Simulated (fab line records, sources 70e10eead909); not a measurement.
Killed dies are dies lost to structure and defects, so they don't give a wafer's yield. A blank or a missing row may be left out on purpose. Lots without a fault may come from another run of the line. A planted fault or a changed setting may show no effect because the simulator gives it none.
fab line records | flow nand_harc
record lots=12 wafers=36 last_day=34
route steps=1302 shown A_ZERO_WELL@411 A_SOURCE_PLATE@423 A_ONON_D1@438 END@1302
lots that met no fault: from a run of the same line without faults
start_h: hours from the record's first day to the start of the lot's first wafer shown | wait_h: hours since the lot's step before | " the same as in the row above | L1.1+2: a row that stands for several wafers | - no value, or no start given | * or withheld: withheld | < > ~ a bound
route shown NAME@n: a module of which the file shows steps, and the number in the route of the first | usual: mean/standard deviation of fault-free wafers | same: alike in all rows | chamber/n: place in a boat | sites: the reading at each site | _std_site: their standard deviation | _edge_site: outer sites' mean less inner sites' | radius_mm: how far each site lies from the wafer's centre | mask NAME#n: copy n | behind: the tool/chamber that last shaped the wafer | hold: why the lot was held/for how many hours/how that ended | device: the transistor (n, p or np) that didn't switch | end of line: the same wafers' tests at the end of the route | a step without rows: its recipe alone | killed: dies lost to structure and defects at the first sort, not the wafer's yield | map: a wafer's dies, x killed, . not, _ none there
set.NAME: the setting as run; set.NAME@STEP: as run at that earlier step | model.NAME: the simulator's own value behind a step, which no gauge read
steps of the route over a sample of lots; a table a step, a row a wafer
services: from which hour (start_h, from the record's first day; less than 0 if before it) a tool's chamber was out of use, for how many hours, and why
## steps
# step NHARC_A_ZERO_WELL_RTA_16
# recipe temp_c=1000 time_s=10
# usual anneal_temp_c_max=1004.5/1.1 lamp_power_pct=30.2/1.2 lamp_zone_7_pct=30.7/1.3 wafer_temp_C_max=1003.5/1.1
# columns lot.wafer tool chamber start_h wait_h anneal_temp_c_max lamp_power_pct lamp_zone_7_pct wafer_temp_C_max
L706.2 rtp_anneal-02 0 163.15 - 1003.8 31.2 31.6 1003.9
L706.3 " 0 " " 1004.4 31.2 31.6 1002.8
L706.4 " 0 " " 1005.3 31.2 31.7 1002.8
L707.4 rtp_anneal-02 0 168.99 - 1005.3 31.1 31.7 1002.7
L707.5 " 0 " " 1004.7 31.2 31.6 1002.4
L707.6 " 0 " " 1003.8 31.2 31.6 1003.4
L709.1 rtp_anneal-02 0 189.25 - 1004.4 31.1 31.7 1002.5
L709.3 " 0 " " 1005.2 31.2 31.7 1004.0
L709.4 " 0 " " 1006.6 31.1 31.7 1002.0
L710.2 rtp_anneal-02 0 197.01 - 1004.3 31.2 31.7 1003.4
L710.4 " 0 " " 1006.1 31.1 31.6 1002.8
L710.6 " 0 " " 1006.5 31.2 31.6 1003.2
L715.2 rtp_anneal-02 0 246.73 - 1004.7 31.1 31.6 1003.1
L715.3 " 0 " " 1003.9 31.1 31.7 1002.8
L715.4 " 0 " " 1006.4 31.1 31.6 1003.0
L717.3 rtp_anneal-02 0 268.53 - 1003.4 31.2 31.6 1003.3
L717.4 " 0 " " 1005.3 31.1 31.7 1001.3
L717.6 " 0 " " 1005.1 31.2 31.6 1002.6
L718.3 rtp_anneal-02 0 286.15 - 1006.2 31.1 31.6 1002.5
L718.4 " 0 " " 1004.7 31.1 31.7 1001.7
L718.6 " 0 " " 1004.6 31.1 31.7 1002.5
L719.1 rtp_anneal-01 0 287.34 - 1005.4 28.6 29.0 1003.7
L719.2 " 0 " " 1004.0 28.5 29.0 1005.3
L719.6 " 0 " " 1003.6 28.6 29.0 1003.2
L721.3 rtp_anneal-01 0 302.06 - 1002.9 28.6 29.1 1005.4
L721.4 " 0 " " 1003.1 28.6 29.1 1005.5
L721.6 " 0 " " 1003.9 28.6 29.1 1005.3
L723.4 rtp_anneal-02 0 336.70 - 1004.0 31.2 31.7 1002.6
L723.5 " 0 " " 1005.9 31.1 31.6 1003.4
L723.6 " 0 " " 1004.4 31.2 31.7 1002.4
L724.1 rtp_anneal-02 0 341.40 - 1006.3 31.2 31.7 1003.0
L724.2 " 0 " " 1004.7 31.2 31.7 1002.5
L724.4 " 0 " " 1005.5 31.1 31.7 1004.4
L725.2 rtp_anneal-01 0 353.54 - 1003.7 28.6 29.1 1003.7
L725.5 " 0 " " 1003.6 28.7 29.1 1003.9
L725.6 " 0 " " 1004.9 28.6 29.1 1003.6
# step NHARC_A_SOURCE_PLATE_INSPECT_08
# usual raw_defect_count=65/28
# columns lot.wafer tool chamber start_h wait_h raw_defect_count
L706.2 defect_inspect-02 - 183.72 0.0 31
L706.3 " - " " 33
L706.4 " - " " 51
L707.4 defect_inspect-02 - 189.92 0.0 63
L707.5 " - " " 99
L707.6 " - " " 63
L709.1 defect_inspect-01 - 210.90 0.0 89
L709.3 " - " " 76
L709.4 " - " " 80
L710.2 defect_inspect-02 - 218.76 0.0 87
L710.4 " - " " 92
L710.6 " - " " 51
L715.2 defect_inspect-02 - 267.15 0.0 50
L715.3 " - " " 41
L715.4 " - " " 44
L717.3 defect_inspect-02 - 288.60 0.0 87
L717.4 " - " " 65
L717.6 " - " " 49
L719.1 defect_inspect-01 - 310.46 0.0 69
L719.2 " - " " 35
L719.6 " - " " 64
L718.3 defect_inspect-02 - 310.50 0.0 78
L718.4 " - " " 43
L718.6 " - " " 30
L721.3 defect_inspect-02 - 321.43 0.0 45
L721.4 " - " " 45
L721.6 " - " " 61
L723.4 defect_inspect-02 - 355.68 0.0 58
L723.5 " - " " 58
L723.6 " - " " 119
L724.1 defect_inspect-02 - 364.84 0.0 84
L724.2 " - " " 51
L724.4 " - " " 51
L725.2 defect_inspect-02 - 377.00 0.0 56
L725.5 " - " " 50
L725.6 " - " " 37
# step NHARC_A_ONON_D1_DEP_19
# recipe target_thk_a=10000 n2_flow_sccm=2750 n2o_flow_sccm=2000 nh3_flow_sccm=500 sih4_flow_sccm=210 temp_c=400
# usual nh3_flow_sccm=500.0/1.5
# columns lot.wafer tool chamber start_h wait_h nh3_flow_sccm
L706.2 pecvd_onon-04 0 196.99 0.1 501.3
L706.3 " 0 " " 500.4
L706.4 " 0 " " 500.0
L707.4 pecvd_onon-03 0 202.17 0.2 501.0
L707.5 " 0 " " 500.6
L707.6 " 0 " " 500.0
L709.1 pecvd_onon-04 0 223.45 0.1 501.8
L709.3 " 0 " " 498.3
L709.4 " 0 " " 501.5
L710.2 pecvd_onon-04 0 229.73 0.1 500.9
L710.4 " 0 " " 500.3
L710.6 " 0 " " 501.0
L715.2 pecvd_onon-03 0 279.32 0.1 498.9
L715.3 " 0 " " 498.7
L715.4 " 0 " " 498.5
L717.3 pecvd_onon-03 0 299.43 0.2 499.2
L717.4 " 0 " " 500.0
L717.6 " 0 " " 499.7
L718.3 pecvd_onon-02 0 322.14 0.3 499.6
L718.4 " 0 " " 498.5
L718.6 " 0 " " 499.9
L719.1 pecvd_onon-03 0 322.15 0.2 498.4
L719.2 " 0 " " 498.2
L719.6 " 0 " " 498.1
L721.3 pecvd_onon-03 0 332.77 0.2 501.4
L721.4 " 0 " " 502.2
L721.6 " 0 " " 500.1
L723.4 pecvd_onon-04 0 366.50 0.2 499.7
L723.5 " 0 " " 500.7
L723.6 " 0 " " 500.7
L724.1 pecvd_onon-03 0 375.60 0.1 498.3
L724.2 " 0 " " 501.8
L724.4 " 0 " " 501.2
L725.2 pecvd_onon-04 0 387.74 0.1 498.4
L725.5 " 0 " " 500.5
L725.6 " 0 " " 499.8
# step NHARC_A_ONON_D1_THK_MEAS_21
# recipe thk_meas_gauge=ellipsometry
# usual thk_nm=1001/11
# columns lot.wafer tool chamber start_h wait_h thk_nm
L706.2 film_metro-01 - 197.44 - 1006
L706.3 " - " " 1004
L706.4 " - " " 1009
L707.4 film_metro-01 - 202.51 - 1000
L707.5 " - " " 1000
L707.6 " - " " 1000
L709.1 film_metro-02 - 223.96 - 1254
L709.3 " - " " 1255
L709.4 " - " " 1255
L710.2 film_metro-02 - 230.18 - 1274
L710.4 " - " " 1275
L710.6 " - " " 1274
L715.2 film_metro-02 - 279.77 - 1006
L715.3 " - " " 1006
L715.4 " - " " 1005
L717.3 film_metro-02 - 299.82 - 980
L717.4 " - " " 980
L717.6 " - " " 983
L718.3 film_metro-01 - 322.53 - 1010
L718.4 " - " " 1009
L718.6 " - " " 1005
L719.1 film_metro-02 - 322.66 - 993
L719.2 " - " " 993
L719.6 " - " " 994
L721.3 film_metro-02 - 333.16 - 1011
L721.4 " - " " 1014
L721.6 " - " " 1013
L723.4 film_metro-02 - 366.84 - 1022
L723.5 " - " " 1021
L723.6 " - " " 1022
L724.1 film_metro-01 - 376.11 - 996
L724.2 " - " " 995
L724.4 " - " " 995
L725.2 film_metro-02 - 388.19 - 993
L725.5 " - " " 991
L725.6 " - " " 992
# step NHARC_A_ONON_D1_DEP_33
# recipe target_thk_a=2000 temp_c=400 pressure_torr=6.5 rf_w=900 teos_flow_sccm=161.4 flow_sccm=2650 target_thk_nm=200 gas=O2 material=SiO2
# usual heater_power_w=532/68 throttle_valve_pct=15.7/0.57
# columns lot.wafer tool chamber start_h wait_h heater_power_w throttle_valve_pct
L706.2 pecvd-04 2 199.37 0.1 520 16.3
L706.3 " 0 " " 442 15.7
L706.4 " 2 " " 535 16.3
L707.5 pecvd-02 0 204.41 0.2 459 16.0
L707.6 " 1 " " 554 16.3
L707.4 " 2 " " 537 16.5
L709.3 pecvd-03 1 225.75 0.1 620 15.6
L709.1 " 2 " " 555 15.9
L709.4 " 0 " " 588 14.4
L710.2 pecvd-03 1 231.99 0.1 556 15.5
L710.6 " 0 " " 584 14.9
L710.4 " 1 " " 574 15.4
L715.2 pecvd-02 1 281.53 0.1 585 16.1
L715.3 " 2 " " 618 16.6
L715.4 " 0 " " 497 15.5
L717.3 pecvd-03 0 301.57 0.1 584 15.0
L717.6 " 1 " " 585 15.8
L717.4 " 2 " " 630 16.1
L718.3 pecvd-02 1 324.69 0.1 576 16.3
L718.4 " 1 " " 582 16.3
L718.6 " 2 " " 580 16.7
L719.2 pecvd-03 0 324.73 0.1 506 14.8
L719.1 " 1 " " 590 15.9
L719.6 " 0 " " 526 14.7
L721.3 pecvd-04 1 334.96 0.1 368 15.9
L721.4 " 1 " " 389 15.9
L721.6 " 2 " " 455 15.9
L723.5 pecvd-02 0 368.73 0.2 550 15.5
L723.4 " 1 " " 507 16.3
L723.6 " 2 " " 597 16.6
L724.2 pecvd-04 2 377.89 0.1 506 15.9
L724.1 " 1 " " 451 16.1
L724.4 " 1 " " 332 15.9
L725.2 pecvd-02 0 389.94 0.1 533 16.0
L725.6 " 0 " " 559 15.7
L725.5 " 2 " " 519 16.7
# step NHARC_END_SORT_01
# recipe temp_c=25
# usual killed_at_array=58/20 killed_at_other=0.9/1.4 killed_at_periphery=4/3.1 killed_dies=63/20 killed_open=3.3/1.8 killed_short=2.4/1.5
# same gross_dies=677
# columns lot.wafer tool chamber start_h wait_h killed_at_array killed_at_other killed_at_periphery killed_dies killed_open killed_short
L709.1 prober-02 0 613.91 2.5 675 1 1 677 4 3
L709.3 prober-02 0 615.49 3.1 676 0 1 677 4 6
L709.4 prober-02 0 616.28 3.4 677 0 0 677 0 5
L710.2 prober-02 0 634.14 2.8 676 1 0 677 4 3
L710.4 prober-02 0 635.74 3.4 674 2 1 677 5 7
L710.6 prober-02 0 637.34 4.0 675 1 1 677 5 2
# killed by level:class
L709.1 A_ONON_D1:area_dep=619 A_CHANNEL_HOLE_D2:chamber_film_flake=30 A_SLIT:chamber_film_flake=13 A_CONTACT:chamber_film_flake=3 A_CHANNEL_HOLE_D2:geometric_particle:open=2 A_CHANNEL_HOLE_D1:chamber_film_flake=2 P_M0:geometric_particle:open=1 A_SOURCE_PLATE:geometric_particle:short=1
L709.3 A_ONON_D1:area_dep=612 A_CHANNEL_HOLE_D2:chamber_film_flake=29 A_SLIT:chamber_film_flake=18 A_CHANNEL_HOLE_D1:chamber_film_flake=4 A_CHANNEL_FILL_D2:geometric_particle:short=2 A_DECK1_JOINT:chamber_film_flake=2 A_SOURCE_PLATE:geometric_particle:open=1 A_CHANNEL_FILL_D1:geometric_particle:open=1
L709.4 A_ONON_D1:area_dep=601 A_SLIT:chamber_film_flake=32 A_CHANNEL_HOLE_D2:chamber_film_flake=30 A_CONTACT:chamber_film_flake=4 A_ONON_D1:geometric_particle:short=2 A_DECK1_JOINT:geometric_particle:short=2 A_CHANNEL_HOLE_D1:chamber_film_flake=2 A_BONDPAD:chamber_film_flake=2
L710.2 A_ONON_D1:area_dep=642 A_CHANNEL_HOLE_D2:chamber_film_flake=16 A_WL_FILL:chamber_film_flake=4 A_CHANNEL_HOLE_D1:chamber_film_flake=3 A_ONON_D1:geometric_particle:open=2 A_CONTACT:chamber_film_flake=2 A_SOURCE_PLATE:geometric_particle:short=1 A_CHANNEL_FILL_D1:geometric_particle:short=1
L710.4 A_ONON_D1:area_dep=631 A_CHANNEL_HOLE_D2:chamber_film_flake=11 A_CONTACT:chamber_film_flake=7 A_CHANNEL_HOLE_D1:chamber_film_flake=4 A_STAIRCASE:chamber_film_flake=3 A_WL_FILL:chamber_film_flake=3 A_CHANNEL_FILL_D2:geometric_particle:short=2 A_BLC:geometric_particle:short=2
L710.6 A_ONON_D1:area_dep=639 A_CHANNEL_HOLE_D2:chamber_film_flake=14 A_CHANNEL_HOLE_D1:chamber_film_flake=4 A_CONTACT:chamber_film_flake=4 A_WL_FILL:chamber_film_flake=3 A_ONON_D1:geometric_particle:open=2 A_SOURCE_PLATE:geometric_particle:short=1 A_CHANNEL_HOLE_D2:geometric_particle:open=1
## services
# columns tool chamber start_h hours kind
pecvd-02 1 168.63 6.4 repair
pecvd-03 - 185.08 13.0 pm
pecvd-03 0 185.08 13.0 vent_cycle
pecvd-03 1 185.08 13.0 vent_cycle
pecvd-03 2 185.08 13.0 vent_cycle
pecvd_onon-02 - 185.27 13.0 pm
pecvd-03 0 198.08 - clean
pecvd_onon-03 - 213.29 4.6 repair
pecvd-02 - 227.17 13.0 pm
pecvd-02 0 227.17 13.0 vent_cycle
pecvd-02 1 227.17 13.0 vent_cycle
pecvd-02 2 227.17 13.0 vent_cycle
pecvd_onon-03 - 232.75 13.0 pm
pecvd-02 0 240.17 - clean
pecvd-02 1 240.17 - clean
pecvd-02 2 240.17 - clean
pecvd-04 - 269.01 13.0 pm
pecvd_onon-03 - 304.18 1.9 repair
pecvd_onon-04 - 311.08 13.0 pm
pecvd-03 1 362.15 10.5 repair
pecvd-03 - 366.08 13.0 pm
pecvd_onon-02 - 366.27 13.0 pm
rtp_anneal-01 - 372.14 12.0 pm
pecvd-02 - 388.21 1.6 repair
## key
first_sign step=NHARC_A_ONON_D1_THK_MEAS_21 reading=thk_nm direction=up sigmas=25 usual=1001 struck=1265
effect step=NHARC_END_SORT_01 reading=killed_at_array direction=up sigmas=32 usual=58 struck=676
more_kills_born_at NHARC_A_ONON_D1_DEP_19@pecvd_onon-04=3744
met_at NHARC_A_ONON_D1_DEP_19
struck_lots L709,L710
later_rows_left_out L709.1,L709.3,L709.4,L710.2,L710.4,L710.6
tester_left_out L709,L710
not_acting_at NHARC_A_ZERO_WELL_RTA_16,NHARC_A_SOURCE_PLATE_INSPECT_08,NHARC_A_ONON_D1_DEP_33
onset_between 196.99 223.45
fault kind=process_parameter_drift tool=pecvd_onon-04 chamber=- onset_h=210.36 steps=NHARC_A_ONON_D1_DEP_19 channel=target_thk_a offset=* shape=step end_h=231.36 acts_in=* stated=*
# tester_left_out: of these lots the tester's yield and bins aren't shown, on N5 and GAA mostly nor the transistor test; their killed dies are dies lost to structure and defects alone, not to doping, threshold or leakage, so they don't give the yield
# later_rows_left_out: the simulator's readings of these wafers behind a module that went badly wrong aren't trusted and aren't shown, but for the sort
